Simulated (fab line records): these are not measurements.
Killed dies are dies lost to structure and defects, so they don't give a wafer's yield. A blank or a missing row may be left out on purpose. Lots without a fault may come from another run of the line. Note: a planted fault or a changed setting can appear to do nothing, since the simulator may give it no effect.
fab line records -- flow n5_finfet
[record] lots = 7, wafers = 39
route steps=1938 shown SD_EPI_N@288 SD_ACTIVATION@330 MOL_CONTACT_COAG@624 BEOL_M0_SAQP@654
start_h: hours from the record's opening day to when the first of the lot's shown wafers began -- wait_h: how many hours have passed since the lot's step before this one -- " the same as in the row above -- L1.1+2: a row that stands for several wafers -- - either no value or no given start -- * or withheld: withheld -- < > ~ a bound
route shown NAME@n: NAME is a module with steps in the file, n the number in the route of the first one -- usual: mean/standard deviation taken from wafers without a fault -- same: alike in all rows -- chamber/n: place in a boat -- sites: per-site readings -- _std_site: the standard deviation of these -- _edge_site: outer sites' mean less inner sites' -- radius_mm: for every site, how far away it sits from the centre of the wafer -- mask NAME#n: copy n -- behind: tool/chamber where the wafer was last shaped -- hold: cause of the lot's hold/its duration in hours/its outcome -- device: the transistor (n, p or np) that didn't switch -- end of line: the same wafers' tests at the end of the route -- a step without rows: its recipe alone -- killed: not the wafer's yield, but the dies lost to structure and defects at the first sort -- map: the dies of a wafer, with x for killed, . for not killed, _ for no die there
set.NAME: the setting as run; set.NAME@STEP: as run at that earlier step -- model.NAME: the simulator's own value behind a step, which no gauge read
lots whose settings were changed on purpose; a table a step, a row a wafer
[[steps]]
[step N5_SD_EPI_N_EPI_21]
[recipe] material = Si:P, dopant = P, temp_c = 680, pressure_torr = 255, time_s = 690
lot.wafer,tool,chamber,start_h,wait_h,set.epi_growth_time_s,model.Si-P_of_SD_EPI_N_EPI_21.thk_nm
L081.1,epi_rpcvd-04,0,96.77,0.2,988,76
L081.2+3,epi_rpcvd-04,0,96.77,0.2,690,58.8
L081.4,epi_rpcvd-04,0,96.77,0.2,988,77
L081.5,epi_rpcvd-04,0,96.77,0.2,988,77.2
L081.6,epi_rpcvd-04,0,96.77,0.2,690,59
L083.1,epi_rpcvd-04,0,107.68,0.1,828.9,67.6
L083.2,epi_rpcvd-04,0,107.68,0.1,828.9,67.2
L083.3,epi_rpcvd-04,0,107.68,0.1,690,59.8
L083.4,epi_rpcvd-04,0,107.68,0.1,828.9,66.8
L083.5,epi_rpcvd-04,0,107.68,0.1,690,59.4
L083.6,epi_rpcvd-04,0,107.68,0.1,690,59
L086.1+5,epi_rpcvd-01,0,128.61,0.1,690,58.2
L086.2,epi_rpcvd-01,0,128.61,0.1,690,58
L088.1,epi_rpcvd-01,0,134.06,0.1,547.4,50
L088.2+4,epi_rpcvd-01,0,134.06,0.1,547.4,50.6
L088.3,epi_rpcvd-01,0,134.06,0.1,690,59.4
L088.5,epi_rpcvd-01,0,134.06,0.1,690,58.8
L088.6,epi_rpcvd-01,0,134.06,0.1,690,59.8
L094.1,epi_rpcvd-04,0,174.97,0.2,690,58.2
L094.2,epi_rpcvd-04,0,174.97,0.2,940,73.6
L094.3,epi_rpcvd-04,0,174.97,0.2,690,59.4
L094.4,epi_rpcvd-04,0,174.97,0.2,940,74.4
L094.5,epi_rpcvd-04,0,174.97,0.2,940,74.2
L094.6,epi_rpcvd-04,0,174.97,0.2,690,59
L096.1+3,epi_rpcvd-01,0,183.23,0.2,690,59.4
L096.2,epi_rpcvd-01,0,183.23,0.2,690,59.6
L096.4+5,epi_rpcvd-01,0,183.23,0.2,323.2,29.6
L096.6,epi_rpcvd-01,0,183.23,0.2,323.2,29.8
L097.1+2+4,epi_rpcvd-02,0,188.92,0.1,286,26.2
L097.3+5,epi_rpcvd-02,0,188.92,0.1,690,58.6
L097.6,epi_rpcvd-02,0,188.92,0.1,690,59.6
[step N5_SD_EPI_N_EPI_MEAS_23]
[recipe] mode = xrd
[usual] thk_nm = 59.0/1.1
lot.wafer,tool,chamber,start_h,wait_h,set.epi_growth_time_s@SD_EPI_N_EPI_21,thk_nm
L081.1,film_metro-01,-,99.05,1.9,988,77.0
L081.2,film_metro-01,-,99.05,1.9,690,58.5
L081.3,film_metro-01,-,99.05,1.9,690,59.1
L081.4,film_metro-01,-,99.05,1.9,988,76.7
L081.5,film_metro-01,-,99.05,1.9,988,77.6
L081.6,film_metro-01,-,99.05,1.9,690,57.7
L083.1,film_metro-01,-,109.39,1.4,828.9,65.9
L083.2,film_metro-01,-,109.39,1.4,828.9,66.6
L083.3,film_metro-01,-,109.39,1.4,690,59.6
L083.4,film_metro-01,-,109.39,1.4,828.9,66.5
L083.5,film_metro-01,-,109.39,1.4,690,59.0
L083.6,film_metro-01,-,109.39,1.4,690,58.5
L086.1,film_metro-01,-,130.33,1.4,690,58.1
L086.2,film_metro-01,-,130.33,1.4,690,57.8
L086.5,film_metro-01,-,130.33,1.4,690,57.1
L088.1,film_metro-02,-,135.78,1.4,547.4,51.6
L088.2,film_metro-02,-,135.78,1.4,547.4,50.1
L088.3,film_metro-02,-,135.78,1.4,690,58.3
L088.4,film_metro-02,-,135.78,1.4,547.4,50.8
L088.5,film_metro-02,-,135.78,1.4,690,59.8
L088.6,film_metro-02,-,135.78,1.4,690,59.5
L094.1,film_metro-01,-,177.27,1.9,690,57.3
L094.2,film_metro-01,-,177.27,1.9,940,74.9
L094.3,film_metro-01,-,177.27,1.9,690,59.9
L094.4,film_metro-01,-,177.27,1.9,940,72.8
L094.5,film_metro-01,-,177.27,1.9,940,73.8
L094.6,film_metro-01,-,177.27,1.9,690,58.9
L096.1,film_metro-01,-,185.52,1.9,690,61.3
L096.2,film_metro-01,-,185.52,1.9,690,58.5
L096.3,film_metro-01,-,185.52,1.9,690,57.8
L096.4,film_metro-01,-,185.52,1.9,323.2,29.9
L096.5,film_metro-01,-,185.52,1.9,323.2,29.0
L096.6,film_metro-01,-,185.52,1.9,323.2,29.8
L097.1,film_metro-02,-,190.63,1.4,286,28.1
L097.2,film_metro-02,-,190.63,1.4,286,28.8
L097.3,film_metro-02,-,190.63,1.4,690,58.6
L097.4,film_metro-02,-,190.63,1.4,286,26.6
L097.5,film_metro-02,-,190.63,1.4,690,58.2
L097.6,film_metro-02,-,190.63,1.4,690,57.8
[step N5_SD_EPI_N_PRECLEAN_24]
[recipe] chemistry = O3/DIW, time_s = 60, temp_c = 22, o3_ppm = 10
[step N5_SD_EPI_N_SRD_25]
[recipe] time_s = 30, temp_c = 23, rinse_liquid = diw, dry = ipa_marangoni
[step N5_SD_ACTIVATION_RTA_00]
[recipe] temp_c = 975, time_s = 0, ambient = N2, idle_temp_c = 600, ramp_up_c_per_s = 150, ramp_down_c_per_s = 60, cool_to_c = 600
[step N5_SD_ACTIVATION_LSA_01]
[recipe] temp_c = 1080, time_s = 0.0008, ambient = N2
[step N5_SD_ACTIVATION_RS_MEAS_03]
[recipe] thk_meas_gauge = four-point-probe
[usual] RS_SD_N = 21.9/0.3, RS_SD_P = 56.1/0.82
lot.wafer,tool,chamber,start_h,wait_h,set.epi_growth_time_s@SD_EPI_N_EPI_21,RS_SD_N[ohm/sq],RS_SD_P[ohm/sq]
L081.1,film_metro-01,-,105.05,0.2,988,17.1,55.6
L081.2,film_metro-01,-,105.05,0.2,690,22.0,55.4
L081.3,film_metro-01,-,105.05,0.2,690,21.9,55.3
L081.4,film_metro-01,-,105.05,0.2,988,16.9,55.3
L081.5,film_metro-01,-,105.05,0.2,988,16.8,56.0
L081.6,film_metro-01,-,105.05,0.2,690,21.9,55.9
L083.1,film_metro-02,-,114.55,0.2,828.9,19.1,56.1
L083.2,film_metro-02,-,114.55,0.2,828.9,19.1,55.9
L083.3,film_metro-02,-,114.55,0.2,690,21.6,56.1
L083.4,film_metro-02,-,114.55,0.2,828.9,19.3,55.4
L083.5,film_metro-02,-,114.55,0.2,690,21.7,56.6
L083.6,film_metro-02,-,114.55,0.2,690,21.8,55.7
L086.1,film_metro-02,-,137.35,0.2,690,22.4,56.0
L086.2,film_metro-02,-,137.35,0.2,690,22.1,57.0
L086.5,film_metro-02,-,137.35,0.2,690,22.0,56.6
L088.1,film_metro-02,-,141.88,0.2,547.4,26.1,56.2
L088.2,film_metro-02,-,141.88,0.2,547.4,25.7,55.2
L088.3,film_metro-02,-,141.88,0.2,690,21.9,55.7
L088.4,film_metro-02,-,141.88,0.2,547.4,25.4,55.3
L088.5,film_metro-02,-,141.88,0.2,690,22.1,56.5
L088.6,film_metro-02,-,141.88,0.2,690,21.6,55.7
L094.1,film_metro-01,-,183.30,0.2,690,22.2,55.9
L094.2,film_metro-01,-,183.30,0.2,940,17.5,55.0
L094.3,film_metro-01,-,183.30,0.2,690,21.7,56.1
L094.4,film_metro-01,-,183.30,0.2,940,17.3,54.5
L094.5,film_metro-01,-,183.30,0.2,940,17.5,54.9
L094.6,film_metro-01,-,183.30,0.2,690,22.0,55.6
L096.1,film_metro-01,-,191.81,0.2,690,21.8,56.2
L096.2,film_metro-01,-,191.81,0.2,690,21.7,55.5
L096.3,film_metro-01,-,191.81,0.2,690,21.8,56.4
L096.4,film_metro-01,-,191.81,0.2,323.2,43.6,56.4
L096.5,film_metro-01,-,191.81,0.2,323.2,43.5,55.8
L096.6,film_metro-01,-,191.81,0.2,323.2,42.9,56.6
L097.1,film_metro-02,-,195.86,0.2,286,49.8,56.5
L097.2,film_metro-02,-,195.86,0.2,286,49.3,56.8
L097.3,film_metro-02,-,195.86,0.2,690,22.1,56.6
L097.4,film_metro-02,-,195.86,0.2,286,49.1,57.3
L097.5,film_metro-02,-,195.86,0.2,690,22.2,57.5
L097.6,film_metro-02,-,195.86,0.2,690,21.8,56.6
[step N5_MOL_CONTACT_COAG_CVD_140]
[recipe] material = W, target_thk_a = 665, mode = selective_fill, temp_c = 300, time_s = 215
lot.wafer,tool,chamber,start_h,wait_h,set.target_thk_a,model.W_of_MOL_CONTACT_COAG_CVD_140.thk_nm
L081.1,cvd_w-01,1,149.91,0.1,440.7,42.6
L081.2,cvd_w-01,0,149.91,0.1,665,66.4
L081.3,cvd_w-01,1,149.91,0.1,440.7,43
L081.4,cvd_w-01,0,149.91,0.1,665,66.6
L081.5,cvd_w-01,0,149.91,0.1,440.7,43.6
L081.6,cvd_w-01,1,149.91,0.1,665,65.4
L083.1+6,cvd_w-02,"1,0",158.98,0.1,665,66.4
L083.2+3,cvd_w-02,"0,1",158.98,0.1,665,67
L083.4,cvd_w-02,0,158.98,0.1,665,66.6
L083.5,cvd_w-02,1,158.98,0.1,665,66.2
L086.1,cvd_w-01,1,177.98,0.1,665,65
L086.2+5,cvd_w-01,"0,1",177.98,0.1,665,65.8
L088.1,cvd_w-02,0,186.40,0.1,665,66.2
L088.2,cvd_w-02,1,186.40,0.1,449,44.2
L088.3,cvd_w-02,1,186.40,0.1,665,66.6
L088.4,cvd_w-02,0,186.40,0.1,449,45.6
L088.5,cvd_w-02,1,186.40,0.1,449,44.8
L088.6,cvd_w-02,0,186.40,0.1,665,66.4
L094.1,cvd_w-02,1,224.02,0.1,665,65.4
L094.2,cvd_w-02,0,224.02,0.1,665,66.8
L094.3+6,cvd_w-02,1,224.02,0.1,480.3,48.4
L094.4,cvd_w-02,0,224.02,0.1,480.3,49.2
L094.5,cvd_w-02,0,224.02,0.1,665,67.6
L096.1+5,cvd_w-01,"0,1",239.63,0.1,665,66.4
L096.2,cvd_w-01,1,239.63,0.1,986.4,99
L096.3,cvd_w-01,0,239.63,0.1,986.4,99.4
L096.4,cvd_w-01,1,239.63,0.1,986.4,98
L096.6,cvd_w-01,0,239.63,0.1,665,66.8
L097.1,cvd_w-01,0,241.65,0.1,665,66
L097.2+3+4,cvd_w-01,"1,1,0",241.65,0.1,665,65.8
L097.5,cvd_w-01,1,241.65,0.1,665,64.8
L097.6,cvd_w-01,0,241.65,0.1,665,65.6
[step N5_BEOL_M0_SAQP_ETCH_84]
[recipe] chemistry = N2/H2, target = SOC, target_depth_a = 1000, overetch_a = 200, mask_material = SiARC, temp_c = 40, time_s = 150, ion_energy_ev = 200, pressure_mtorr = 30, source_w = 840, bias_w = 150, n2_flow_sccm = 200, h2_flow_sccm = 200
lot.wafer,tool,chamber,start_h,wait_h,set.time_s,model.SiARC_of_BEOL_M0_SAQP_COAT_82.thk_nm
L081.1+2+4,rie_diel-03,"1,2,0",155.49,0.0,150,24.4
L081.3+6,rie_diel-03,3,155.49,0.0,150,24.6
L081.5,rie_diel-03,0,155.49,0.0,150,24.2
L083.1+4,rie_diel-06,"2,1",164.82,0.0,150,24.2
L083.2+3+5,rie_diel-06,"3,0,3",164.82,0.0,191.4,22.8
L083.6,rie_diel-06,0,164.82,0.0,150,24.4
L086.1+2+5,rie_diel-03,"0,1,1",184.05,0.0,150,24.4
L088.1,rie_diel-06,1,192.66,0.0,150,24.2
L088.2+5,rie_diel-06,"3,2",192.66,0.0,217.7,21.6
L088.3+4,rie_diel-06,"0,2",192.66,0.0,150,24.4
L088.6,rie_diel-06,3,192.66,0.0,217.7,21.8
L094.1+2+3+6,rie_diel-04,"1,2,0,1",229.36,0.0,150,24.4
L094.4+5,rie_diel-04,"3,2",229.36,0.0,150,24.2
L096.1+2,rie_diel-03,"0,2",245.16,0.0,233.3,21.2
L096.3+5,rie_diel-03,"1,0",245.16,0.0,150,24.4
L096.4,rie_diel-03,3,245.16,0.0,233.3,21.6
L096.6,rie_diel-03,3,245.16,0.0,150,24.6
L097.1,rie_diel-06,3,248.43,0.0,150,24.2
L097.2+5+6,rie_diel-06,"0,3,0",248.43,0.0,207.9,22.2
L097.3+4,rie_diel-06,"1,2",248.43,0.0,150,24.4
[step N5_BEOL_M0_SAQP_STRIP_80]
[recipe] chemistry = N2/H2, temp_c = 40, n2_flow_sccm = 200, h2_flow_sccm = 200, rf_frequency_hz = 6e+07
[step N5_BEOL_M0_SAQP_HM_OPEN_112]
[recipe] chemistry = CHF3/O2, target = SiO2, stop_on = a-Si, target_depth_a = 120, over_etch_frac = 1.25, mask_material = SOC, time_s = 13.5, pressure_mtorr = 30, source_w = 650, bias_w = 170, Ar_flow_sccm = 200, CHF3_flow_sccm = 50, O2_flow_sccm = 5, ion_energy_ev = 200, ends = end_point
lot.wafer,tool,chamber,start_h,wait_h,set.time_s@BEOL_M0_SAQP_ETCH_84,model.etch.depth_nm
L081.1,rie_diel-03,1,155.60,0.0,150,12.11
L081.2,rie_diel-03,2,155.60,0.0,150,11.83
L081.3,rie_diel-03,3,155.60,0.0,150,12
L081.4,rie_diel-03,0,155.60,0.0,150,12.07
L081.5,rie_diel-03,0,155.60,0.0,150,12.3
L081.6,rie_diel-03,3,155.60,0.0,150,12.24
L083.1,rie_diel-06,2,164.92,0.0,150,11.78
L083.2,rie_diel-06,3,164.92,0.0,191.4,9.963
L083.3,rie_diel-06,0,164.92,0.0,191.4,9.842
L083.4,rie_diel-06,1,164.92,0.0,150,11.88
L083.5,rie_diel-06,3,164.92,0.0,191.4,9.993
L083.6,rie_diel-06,0,164.92,0.0,150,11.96
L086.1,rie_diel-03,0,184.16,0.0,150,11.76
L086.2,rie_diel-03,1,184.16,0.0,150,11.97
L086.5,rie_diel-03,1,184.16,0.0,150,11.83
L088.1,rie_diel-06,1,192.77,0.0,150,12.03
L088.2,rie_diel-06,3,192.77,0.0,217.7,8.862
L088.3,rie_diel-06,0,192.77,0.0,150,12.09
L088.4,rie_diel-06,2,192.77,0.0,150,12.12
L088.5,rie_diel-06,2,192.77,0.0,217.7,9.253
L088.6,rie_diel-06,3,192.77,0.0,217.7,9.102
L094.1,rie_diel-04,1,229.47,0.0,150,11.84
L094.2,rie_diel-04,2,229.47,0.0,150,11.66
L094.3,rie_diel-04,0,229.47,0.0,150,11.78
L094.4,rie_diel-04,3,229.47,0.0,150,12.02
L094.5,rie_diel-04,2,229.47,0.0,150,11.92
L094.6,rie_diel-04,1,229.47,0.0,150,12.09
L096.1,rie_diel-03,0,245.27,0.0,233.3,8.136
L096.2,rie_diel-03,2,245.27,0.0,233.3,8.106
L096.3,rie_diel-03,1,245.27,0.0,150,12.12
L096.4,rie_diel-03,3,245.27,0.0,233.3,8.565
L096.5,rie_diel-03,0,245.27,0.0,150,12.32
L096.6,rie_diel-03,3,245.27,0.0,150,12.28
L097.1,rie_diel-06,3,248.54,0.0,150,11.8
L097.2,rie_diel-06,0,248.54,0.0,207.9,9.155
L097.3,rie_diel-06,1,248.54,0.0,150,11.63
L097.4,rie_diel-06,3,248.54,0.0,150,11.98
L097.5,rie_diel-06,0,248.54,0.0,207.9,9.333
L097.6,rie_diel-06,1,248.54,0.0,207.9,9.514
[[key]]
[split] step = N5_SD_EPI_N_EPI_21, setting = epi_growth_time_s, stated = 690, by = wafer
[response] step = N5_SD_EPI_N_EPI_21, reading = model.Si-P_of_SD_EPI_N_EPI_21.thk_nm, change = +0.503, per = 1%, r = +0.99
[response] step = N5_SD_EPI_N_EPI_MEAS_23, reading = thk_nm, change = *, per = 1%, r = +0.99
[response] step = N5_SD_ACTIVATION_RS_MEAS_03, reading = RS_SD_N, change = -0.318, per = 1%, r = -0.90
[split] step = N5_MOL_CONTACT_COAG_CVD_140, setting = target_thk_a, stated = 665, by = wafer
[response] step = N5_MOL_CONTACT_COAG_CVD_140, reading = model.W_of_MOL_CONTACT_COAG_CVD_140.thk_nm, change = +0.667, per = 1%, r = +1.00
[split] step = N5_BEOL_M0_SAQP_ETCH_84, setting = time_s, stated = 150, by = wafer
[response] step = N5_BEOL_M0_SAQP_ETCH_84, reading = model.SiARC_of_BEOL_M0_SAQP_COAT_82.thk_nm, change = -0.0566, per = 1%, r = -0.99
[response] step = N5_BEOL_M0_SAQP_HM_OPEN_112, reading = model.etch.depth_nm, change = -0.0685, per = 1%, r = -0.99
